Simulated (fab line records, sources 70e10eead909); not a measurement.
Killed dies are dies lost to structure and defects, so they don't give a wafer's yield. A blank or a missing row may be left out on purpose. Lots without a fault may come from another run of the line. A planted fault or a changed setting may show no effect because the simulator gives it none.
fab line records | flow nand_harc
record lots=7 wafers=21 last_day=24
route steps=1159 shown A_CONTACT@853
lots that met no fault: from a run of the same line without faults
start_h: hours from the record's first day to the start of the lot's first wafer shown | wait_h: hours since the lot's step before | " the same as in the row above | L1.1+2: a row that stands for several wafers | - no value, or no start given | * or withheld: withheld | < > ~ a bound
route shown NAME@n: a module of which the file shows steps, and the number in the route of the first | usual: mean/standard deviation of fault-free wafers | same: alike in all rows | chamber/n: place in a boat | sites: the reading at each site | _std_site: their standard deviation | _edge_site: outer sites' mean less inner sites' | radius_mm: how far each site lies from the wafer's centre | mask NAME#n: copy n | behind: the tool/chamber that last shaped the wafer | hold: why the lot was held/for how many hours/how that ended | device: the transistor (n, p or np) that didn't switch | end of line: the same wafers' tests at the end of the route | a step without rows: its recipe alone | killed: dies lost to structure and defects at the first sort, not the wafer's yield | map: a wafer's dies, x killed, . not, _ none there
set.NAME: the setting as run; set.NAME@STEP: as run at that earlier step | model.NAME: the simulator's own value behind a step, which no gauge read
lots at some steps of the route; a table a step, a row a wafer
services: from which hour (start_h, from the record's first day; less than 0 if before it) a tool's chamber was out of use, for how many hours, and why
## steps
# step NHARC_A_CONTACT_DEVELOP_41
# recipe develop_time_s=35 dev_temp_c=23
# step NHARC_A_CONTACT_CD_MEAS_42
# recipe target_cd_nm=200 landing_energy_ev=500
# usual cd_nm=199.9/0.52
# columns lot.wafer tool chamber start_h wait_h cd_nm
L119.2 cd_sem-01 0 368.65 - 200.9
L119.4 " 0 " " 200.1
L119.6 " 0 " " 199.8
L128.1 cd_sem-02 0 430.29 - 200.0
L128.3 " 0 " " 200.0
L128.6 " 0 " " 200.3
L129.1 cd_sem-03 0 430.44 - 200.0
L129.2 " 0 " " 199.5
L129.5 " 0 " " 199.5
L127.1 cd_sem-01 0 434.71 - 199.2
L127.2 " 0 " " 199.7
L127.4 " 0 " " 200.1
L134.1 cd_sem-03 0 476.73 - 200.3
L134.3 " 0 " " 200.5
L134.5 " 0 " " 199.9
L139.1 cd_sem-03 0 499.10 - 200.6
L139.3 " 0 " " 200.4
L139.4 " 0 " " 200.8
L140.2 cd_sem-01 0 503.94 - 199.7
L140.4 " 0 " " 200.0
L140.6 " 0 " " 199.5
# step NHARC_A_CONTACT_OVL_MEAS_43
# usual overlay_x_nm=0.0/0.91 overlay_y_nm=-0.2/0.79
# columns lot.wafer tool chamber start_h wait_h overlay_x_nm overlay_y_nm
L119.2 overlay-02 - 368.74 - 1.2 0.7
L119.4 " - " " 0.2 0.8
L119.6 " - " " 0.7 0.3
L128.1 overlay-01 - 430.38 - 1.2 0.1
L128.3 " - " " 0.7 0.3
L128.6 " - " " 1.2 0.1
L129.1 overlay-02 - 430.53 - -0.4 -0.2
L129.2 " - " " -0.2 -0.3
L129.5 " - " " -0.8 0.1
L127.1 overlay-02 - 434.80 - -1.0 -0.5
L127.2 " - " " -0.9 -0.2
L127.4 " - " " -0.7 -0.6
L134.1 overlay-02 - 476.82 - -2.0 0.3
L134.3 " - " " -2.1 0.4
L134.5 " - " " -1.6 0.0
L139.1 overlay-01 - 499.19 - 0.0 -1.3
L139.3 " - " " 0.3 -0.8
L139.4 " - " " -0.4 -0.6
L140.2 overlay-01 - 504.03 - 0.1 0.4
L140.4 " - " " 0.4 0.5
L140.6 " - " " 0.2 0.4
# step NHARC_A_CONTACT_INSPECT_44
# usual raw_defect_count=27/14
# columns lot.wafer tool chamber start_h wait_h raw_defect_count
L119.2 defect_inspect-01 - 368.78 0.0 29
L119.4 " - " " 24
L119.6 " - " " 17
L128.1 defect_inspect-01 - 430.41 0.0 27
L128.3 " - " " 35
L128.6 " - " " 30
L129.1 defect_inspect-01 - 430.57 0.0 21
L129.2 " - " " 31
L129.5 " - " " 37
L127.1 defect_inspect-01 - 434.84 0.0 24
L127.2 " - " " 32
L127.4 " - " " 24
L134.1 defect_inspect-01 - 476.85 0.0 7
L134.3 " - " " 9
L134.5 " - " " 5
L139.1 defect_inspect-02 - 499.23 0.0 26
L139.3 " - " " 36
L139.4 " - " " 29
L140.2 defect_inspect-02 - 504.06 0.0 18
L140.4 " - " " 9
L140.6 " - " " 21
# step NHARC_A_CONTACT_DESCUM_47
# recipe time_s=3 o2_flow_sccm=200 ar_flow_sccm=0 bias_power_w=0 chemistry=O2
# step NHARC_A_CONTACT_ETCH_48
# recipe target_depth_a=390 over_etch_frac=0.3 time_s=65 ion_energy_ev=80 cf4_flow_sccm=150 ar_flow_sccm=0 rf_w=300 bias_w=100 chemistry=CF4
# step NHARC_A_CONTACT_ETCH_49
# recipe target_depth_a=2600 over_etch_frac=0.3 time_s=475.3 ion_energy_ev=200 n2_flow_sccm=150 h2_flow_sccm=150 ar_flow_sccm=0 rf_w=400 bias_w=150 chemistry=N2/H2
# usual bias_w=150.0/0.48 chamber_pressure_mTorr=30.002/0.025 drypump_motor_current_A=5.6/0.45 n2_flow_sccm=150.0/0.38 oes_product_au=0.998/0.0079 rf_vpp_V=431/3.1 showerhead_plenum_p_Torr=2.04/0.11 throttle_valve_pct=14.171/0.0096
# columns lot.wafer tool chamber start_h wait_h bias_w chamber_pressure_mTorr drypump_motor_current_A n2_flow_sccm oes_product_au rf_hours_counter_h rf_vpp_V showerhead_plenum_p_Torr throttle_valve_pct
L119.4 rie_diel-01 3 - - 150.7 30.005 6.2 150.0 0.998 10 430 2.01 14.181
L119.2 " 1 " " 149.2 30.064 6.1 150.0 0.982 9 427 1.93 14.162
L119.6 " 3 " " 150.8 30.037 6.2 149.4 1.004 - 430 2.01 14.179
L128.3 rie_diel-01 0 - - 150.2 29.984 5.7 149.2 0.994 22 436 2.21 14.183
L128.1 " 3 " " 149.6 30.045 6.2 149.5 1.004 23 430 2.00 14.162
L128.6 " 0 " " 149.7 29.997 5.7 150.0 0.986 - 435 2.21 14.173
L129.2 rie_diel-03 3 - - 150.1 30.017 5.3 150.1 0.991 5 426 1.89 14.164
L129.1 " 1 " " 149.7 29.983 4.7 150.5 1.006 13 432 2.12 14.174
L129.5 " 2 " " 150.8 29.992 5.2 150.3 0.999 - 435 2.17 14.171
L127.4 rie_diel-01 0 - - 149.3 30.005 5.7 150.3 0.996 23 434 2.21 14.161
L127.2 " 1 " " 149.3 30.010 6.1 149.7 1.010 22 426 1.92 14.184
L127.1 " 2 " " 150.0 30.000 5.6 150.1 0.990 17 429 1.99 14.174
L134.3 rie_diel-01 1 - - 150.3 30.007 6.1 149.7 0.989 30 428 1.92 14.185
L134.1 " 3 " " 149.3 30.017 6.2 150.0 1.011 33 429 2.00 14.167
L134.5 " 2 " " 150.3 30.033 5.6 150.3 0.985 - 429 1.99 14.182
L139.1 rie_diel-09 1 - - 149.2 30.003 5.0 150.1 0.993 24 426 1.88 14.183
L139.3 " 2 " " 149.5 30.023 5.6 150.3 0.995 23 433 2.08 14.152
L139.4 " 3 " " 150.2 29.969 5.6 149.9 1.003 26 433 2.12 14.170
L140.2 rie_diel-03 2 - - 150.6 30.014 5.2 150.3 0.996 37 435 2.16 14.172
L140.4 " 3 " " 149.0 30.014 5.3 150.1 1.000 35 427 1.88 14.174
L140.6 " 1 " " 150.4 30.010 4.7 150.2 1.003 - 431 2.11 14.174
# step NHARC_A_CONTACT_ETCH_50
# recipe target_depth_a=847 time_s=42.4 cf4_flow_sccm=100 chf3_flow_sccm=30 ar_flow_sccm=0 rf_w=500 bias_w=200 chemistry=CF4/CHF3
# usual bias_w=200.1/0.53 cf4_flow_sccm=100.0/0.31 drypump_motor_current_A=5.6/0.47 oes_product_au=0.947/0.02 rf_vpp_V=370.7/2.6 showerhead_plenum_p_Torr=1.58/0.076 throttle_valve_pct=16.802/0.0085
# columns lot.wafer tool chamber start_h wait_h bias_w cf4_flow_sccm drypump_motor_current_A oes_product_au rf_hours_counter_h rf_vpp_V showerhead_plenum_p_Torr throttle_valve_pct
L119.4 rie_diel-01 1 - - 200.0 100.4 6.0 0.953 9 368.7 1.49 16.789
L119.2 " 2 " " 199.8 99.9 5.5 0.984 11 369.7 1.54 16.801
L119.6 " 2 " " 200.1 99.9 5.6 0.982 - 369.4 1.54 16.791
L128.1 rie_diel-01 3 - - 199.7 99.8 6.2 0.967 23 371.5 1.55 16.799
L128.3 " 0 " " 199.0 100.1 5.7 0.965 22 373.7 1.69 16.818
L128.6 " 2 " " 200.6 99.5 5.6 0.983 - 369.7 1.54 16.798
L129.2 rie_diel-03 3 - - 200.4 99.8 5.3 0.931 7 365.8 1.47 16.805
L129.1 " 1 " " 200.0 100.0 4.7 0.950 15 372.0 1.63 16.787
L129.5 " 3 " " 200.6 99.7 5.3 0.943 - 365.9 1.47 16.793
L127.4 rie_diel-01 1 - - 200.3 99.7 6.0 0.955 22 368.2 1.49 16.801
L127.1 " 2 " " 200.2 100.1 5.6 0.978 17 367.9 1.54 16.787
L127.2 " 3 " " 199.2 100.0 6.2 0.965 24 370.1 1.55 16.802
L134.3 rie_diel-01 2 - - 200.1 99.9 5.6 0.963 25 368.4 1.53 16.812
L134.1 " 3 " " 200.1 100.0 6.2 0.975 34 370.1 1.55 16.792
L134.5 " 1 " " 200.8 100.0 6.0 0.964 - 368.9 1.49 16.807
L139.1 rie_diel-09 2 - - 200.3 100.2 5.7 0.913 24 372.8 1.60 16.816
L139.3 " 0 " " 199.2 100.1 6.4 0.923 26 372.2 1.59 16.798
L139.4 " 1 " " 200.6 100.1 5.0 0.920 24 367.5 1.46 16.807
L140.4 rie_diel-03 1 - - 200.7 100.8 4.7 0.936 44 371.6 1.62 16.798
L140.2 " 3 " " 199.5 99.7 5.3 0.932 35 366.8 1.46 16.805
L140.6 " 1 " " 200.9 100.4 4.7 0.934 - 371.3 1.62 16.803
# step NHARC_A_CONTACT_ETCH_51
# recipe target_depth_a=36000 over_etch_frac=0.3 time_s=936 ion_energy_ev=150 o2_flow_sccm=400 cos_flow_sccm=20 ar_flow_sccm=0 rf_w=500 bias_w=300 chemistry=O2/COS
# usual bias_w=300.0/0.85 chamber_pressure_mTorr=20.000/0.018 cos_flow_sccm=19.99/0.062 drypump_motor_current_A=5.7/0.46 oes_product_au=1.000/0.0083 rf_vpp_V=314.4/2.3 showerhead_plenum_p_Torr=3.14/0.15 throttle_valve_pct=28.329/0.009
# columns lot.wafer tool chamber start_h wait_h bias_w chamber_pressure_mTorr cos_flow_sccm drypump_motor_current_A oes_product_au rf_hours_counter_h rf_vpp_V showerhead_plenum_p_Torr throttle_valve_pct
L119.4 rie_diel-01 3 - - 300.0 20.008 19.93 6.2 1.004 11 315.2 3.08 28.324
L119.2 " 1 " " 300.4 19.998 19.99 6.1 0.972 9 313.0 2.97 28.321
L119.6 " 0 " " 300.4 20.032 20.01 5.7 0.996 - 316.4 3.37 28.328
L128.1 rie_diel-01 3 - - 300.1 19.989 20.08 6.2 1.002 23 314.3 3.07 28.342
L128.3 " 0 " " 299.6 19.973 20.00 5.7 0.990 22 318.1 3.36 28.323
L128.6 " 1 " " 301.3 19.987 20.03 6.1 0.988 - 312.9 2.96 28.337
L129.2 rie_diel-03 1 - - 300.0 19.990 20.04 4.7 1.000 16 316.1 3.23 28.323
L129.1 " 2 " " 299.9 19.948 19.95 5.2 1.009 10 316.8 3.30 28.329
L129.5 " 3 " " 297.8 19.999 19.97 5.3 0.992 - 312.2 2.91 28.348
L127.1 rie_diel-01 3 - - 299.8 20.017 20.00 6.2 1.006 24 312.4 3.07 28.335
L127.4 " 0 " " 299.6 19.983 19.85 5.7 1.003 23 316.7 3.36 28.329
L127.2 " 1 " " 298.7 19.996 20.05 6.1 1.014 22 311.0 2.96 28.330
L134.1 rie_diel-01 1 - - 300.8 20.003 20.01 6.1 0.995 31 311.6 2.96 28.326
L134.3 " 3 " " 299.1 19.992 19.95 6.2 1.001 34 312.7 3.07 28.337
L134.5 " 1 " " 300.3 20.027 19.97 6.0 0.998 - 311.8 2.96 28.338
L139.4 rie_diel-09 3 - - 299.3 20.024 19.99 5.6 1.011 27 318.0 3.23 28.323
L139.3 " 0 " " 298.4 20.019 20.02 6.4 1.002 26 313.6 3.16 28.317
L139.1 " 1 " " 298.6 20.008 19.93 5.0 1.011 25 310.3 2.90 28.332
L140.4 rie_diel-03 3 - - 300.5 20.005 19.94 5.3 1.002 35 310.6 2.90 28.308
L140.2 " 0 " " 299.9 20.003 20.02 5.7 0.993 29 314.2 3.16 28.331
L140.6 " 3 " " 300.7 20.003 20.08 5.3 1.001 - 310.3 2.90 28.322
# step NHARC_A_CONTACT_ETCH_111
# recipe source_w=withheld pressure_mtorr=20 bias_v=withheld time_s=140 target_depth_a=7000 ar_flow_sccm=withheld c4f8_flow_sccm=withheld o2_flow_sccm=withheld chemistry=C4F8/O2/Ar
# usual chamber_pressure_mTorr=20.001/0.018 oes_air_line_au=1.004/0.022
# columns lot.wafer tool chamber start_h wait_h chamber_pressure_mTorr oes_air_line_au rf_hours_counter_h
L119.2 har_cap_etch-03 1 370.12 - 20.008 1.019 80
L119.4 " 1 " " 20.002 1.037 -
L119.6 " 1 " " 20.003 1.015 -
L128.1 har_cap_etch-01 0 431.74 - 20.008 0.988 66
L128.3 " 0 " " 19.973 1.012 -
L128.6 " 1 " " 19.993 0.993 -
L129.2 har_cap_etch-02 0 433.95 - 19.999 1.025 20
L129.1 " 1 " " 19.997 1.014 20
L129.5 " 1 " " 20.007 1.002 -
L127.1 har_cap_etch-01 0 436.16 - 19.970 0.996 67
L127.2 " 1 " " 19.999 1.000 67
L127.4 " 1 " " 19.986 0.967 -
L134.1 har_cap_etch-02 0 478.18 - 20.030 0.954 27
L134.3 " 1 " " 20.001 0.988 -
L134.5 " 1 " " 19.994 1.016 -
L139.1 har_cap_etch-02 1 502.84 - 20.010 1.011 31
L139.3 " 1 " " 20.012 1.041 -
L139.4 " 0 " " 20.029 0.950 -
L140.2 har_cap_etch-03 0 505.40 - 19.998 0.976 105
L140.4 " 0 " " 19.997 0.980 -
L140.6 " 0 " " 19.989 1.006 -
# step NHARC_A_CONTACT_ETCH_112
# recipe source_w=withheld pressure_mtorr=20 bias_v=3000 time_s=94 target_depth_a=9220 ar_flow_sccm=withheld c4f8_flow_sccm=withheld o2_flow_sccm=withheld chemistry=C4F8/O2/Ar
# step NHARC_A_CONTACT_ETCH_113
# recipe source_w=withheld pressure_mtorr=20 bias_v=3000 time_s=94 target_depth_a=9220 ar_flow_sccm=withheld c4f8_flow_sccm=withheld o2_flow_sccm=withheld chemistry=C4F8/O2/Ar
# step NHARC_A_CONTACT_ETCH_114
# recipe source_w=withheld pressure_mtorr=20 bias_v=3000 time_s=94 target_depth_a=9220 ar_flow_sccm=withheld c4f8_flow_sccm=withheld o2_flow_sccm=withheld chemistry=C4F8/O2/Ar
# usual chamber_pressure_mTorr=20.001/0.018 oes_air_line_au=1.001/0.02
# columns lot.wafer tool chamber start_h wait_h chamber_pressure_mTorr oes_air_line_au rf_hours_counter_h
L119.2 har_cap_etch-03 1 370.50 0.1 19.978 1.009 80
L119.4 " 1 " " 20.044 1.008 -
L119.6 " 1 " " 19.987 1.011 -
L128.1 har_cap_etch-01 0 432.11 0.1 - - -
L128.3 " 0 " " - - -
L128.6 " 1 " " - - -
L129.2 har_cap_etch-02 0 434.33 0.1 - - -
L129.1 " 1 " " - - -
L129.5 " 1 " " - - -
L127.1 har_cap_etch-01 0 436.54 0.1 - - -
L127.2 " 1 " " - - -
L127.4 " 1 " " - - -
L134.1 har_cap_etch-02 0 478.55 0.1 19.990 1.048 27
L134.3 " 1 " " 20.006 0.993 -
L134.5 " 1 " " 19.985 1.010 -
L139.1 har_cap_etch-02 1 503.22 0.1 20.008 1.033 31
L139.3 " 1 " " 20.005 1.036 -
L139.4 " 0 " " 19.995 1.038 -
L140.2 har_cap_etch-03 0 505.78 0.1 19.987 0.997 105
L140.4 " 0 " " 20.032 1.013 -
L140.6 " 0 " " 19.993 1.015 -
# step NHARC_A_CONTACT_ETCH_115
# recipe source_w=withheld pressure_mtorr=20 bias_v=3000 time_s=94 target_depth_a=9220 ar_flow_sccm=withheld c4f8_flow_sccm=withheld o2_flow_sccm=withheld chemistry=C4F8/O2/Ar
# usual chamber_pressure_mTorr=19.998/0.019 oes_air_line_au=1.000/0.02
# columns lot.wafer tool chamber start_h wait_h chamber_pressure_mTorr oes_air_line_au rf_hours_counter_h
L119.2 har_cap_etch-03 1 370.59 0.1 19.996 0.998 81
L119.4 " 1 " " 19.990 1.021 -
L119.6 " 1 " " 19.997 0.986 -
L128.1 har_cap_etch-01 0 432.20 0.1 19.981 1.023 67
L128.3 " 0 " " 19.989 1.019 -
L128.6 " 1 " " 20.013 1.017 -
L129.2 har_cap_etch-02 0 434.42 0.1 20.015 1.001 20
L129.1 " 1 " " 19.997 0.958 20
L129.5 " 1 " " 20.033 1.005 -
L127.1 har_cap_etch-01 0 436.64 0.1 20.003 1.026 68
L127.2 " 1 " " 19.996 0.961 68
L127.4 " 1 " " 20.001 0.976 -
L134.1 har_cap_etch-02 0 478.65 0.1 20.023 1.017 27
L134.3 " 1 " " 20.032 1.007 -
L134.5 " 1 " " 19.989 0.967 -
L139.1 har_cap_etch-02 1 503.31 0.1 20.010 0.998 31
L139.3 " 1 " " 19.980 0.980 -
L139.4 " 0 " " 19.978 0.975 -
L140.2 har_cap_etch-03 0 505.87 0.1 19.996 0.948 105
L140.4 " 0 " " 20.024 0.990 -
L140.6 " 0 " " 20.018 0.972 -
## services
# columns tool chamber start_h hours kind
rie_diel-01 0 348.34 - clean
rie_diel-01 1 348.34 - clean
rie_diel-01 2 348.34 - clean
rie_diel-01 3 348.34 - clean
rie_diel-09 0 353.43 2.7 repair
rie_diel-09 0 371.94 1.3 repair
rie_diel-01 0 372.84 - clean
rie_diel-01 1 372.84 - clean
rie_diel-01 2 372.84 - clean
rie_diel-01 3 372.84 - clean
rie_diel-01 2 381.19 32.8 repair
rie_diel-01 1 383.76 2.5 repair
rie_diel-03 - 392.34 9.0 pm
rie_diel-01 0 397.35 - clean
rie_diel-01 1 397.35 - clean
rie_diel-01 3 397.35 - clean
rie_diel-03 2 408.24 2.8 repair
rie_diel-01 0 421.93 - clean
rie_diel-01 1 421.93 - clean
rie_diel-01 2 421.93 - clean
rie_diel-01 0 424.13 5.2 repair
rie_diel-09 - 432.52 9.0 pm
rie_diel-01 - 465.79 1.9 repair
rie_diel-01 - 491.84 9.0 pm
## key
first_sign step=NHARC_A_CONTACT_ETCH_114 reading=tool_record direction=missing
effect none on later readings
met_at NHARC_A_CONTACT_ETCH_114
struck_wafers L127.1,L127.2,L127.4,L128.1,L128.3,L128.6,L129.1,L129.2,L129.5
later_rows_left_out L127.1,L127.2,L127.4,L128.1,L128.3,L128.6,L129.1,L129.2,L129.5
sort_left_out L127.1,L127.2,L127.4,L128.1,L128.3,L128.6,L129.1,L129.2,L129.5
tester_left_out L127,L128,L129
fault kind=skipped_step_whole tool=har_cap_etch-01,har_cap_etch-02 chamber=- onset_h=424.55 steps=NHARC_A_CONTACT_ETCH_114 scope=struck_lots_only
# tester_left_out: of these lots the tester's yield and bins aren't shown, on N5 and GAA mostly nor the transistor test; their killed dies are dies lost to structure and defects alone, not to doping, threshold or leakage, so they don't give the yield
# sort_left_out: the simulated sort isn't trusted on such a fault, so these wafers' sort isn't shown, and their yield isn't known
# later_rows_left_out: the simulator's readings of these wafers behind a module that went badly wrong aren't trusted and aren't shown, but for the sort
